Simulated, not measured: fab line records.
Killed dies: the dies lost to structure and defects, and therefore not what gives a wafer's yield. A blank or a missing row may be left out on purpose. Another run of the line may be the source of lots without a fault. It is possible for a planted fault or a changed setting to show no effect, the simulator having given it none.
Chamber matching + flow nand_harc + NHARC_P_GATE_DESCUM_93 on rie_diel-02 has 4 sister chambers
The step chemistry O2, time 3 s. 8 wafers are shown with their chamber, then 10 later ones without.

WAFERS WITH THEIR CHAMBER
| wafer  | chamber | drypump_motor_current_A (A) | oes_product_au (a.u.) |
|--------|---------|-----------------------------|-----------------------|
| L078.2 | 2       | 6.0                         | 0.998                 |
| L084.6 | 1       | 6.0                         | 1.003                 |
| L086.4 | 3       | 6.0                         | 0.996                 |
| L086.6 | 3       | 6.0                         | 1.004                 |
| L089.5 | 0       | 5.6                         | 0.991                 |
| L089.6 | 1       | 6.0                         | 1.013                 |
| L090.3 | 2       | 6.1                         | 0.989                 |
| L090.4 | 0       | 5.6                         | 0.989                 |

WAFERS WITHOUT THEIR CHAMBER
| wafer  | drypump_motor_current_A (A) | oes_product_au (a.u.) |
|--------|-----------------------------|-----------------------|
| L090.6 | 6.0                         | 0.984                 |
| L091.1 | 5.6                         | 0.990                 |
| L091.3 | 6.1                         | 0.993                 |
| L091.5 | 5.6                         | 0.995                 |
| L095.4 | 6.1                         | 1.006                 |
| L095.5 | 6.0                         | 1.000                 |
| L095.6 | 6.1                         | 1.012                 |
| L096.2 | 5.6                         | 1.004                 |
| L096.3 | 6.0                         | 1.007                 |
| L096.5 | 6.1                         | 1.006                 |

EACH ONE'S CHAMBER
| wafer  | from the rows above          | in truth |
|--------|------------------------------|----------|
| L090.6 | can't be placed: 2 or 3      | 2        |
| L091.1 | 0                            | 0        |
| L091.3 | can't be placed: 2 or 3      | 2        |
| L091.5 | 0                            | 0        |
| L095.4 | can't be placed: 2 or 1 or 3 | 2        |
| L095.5 | can't be placed: 3 or 1 or 2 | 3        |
| L095.6 | can't be placed: 1 or 3 or 2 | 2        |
| L096.2 | 0                            | 0        |
| L096.3 | can't be placed: 1 or 3      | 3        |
| L096.5 | can't be placed: 2 or 1 or 3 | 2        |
3 of 10 placed correctly. Can't be placed from these rows: 7 (the true chamber is among the candidates in 7). Wrongly placed: 0.
How it was worked out, from the rows above alone: a wafer's distance from a chamber is the root of the sum, over the readings, of the square of ((its reading less the chamber's mean) divided by the reading's scatter). The wafer belongs to the nearest chamber; if the next one is less than 2 further off, it can't be placed. Each chamber's mean is taken over the wafers shown for it. The scatter: the root of (the sum of the squares of (reading less its chamber's mean) over the shown wafers, divided by (wafers less chambers)).
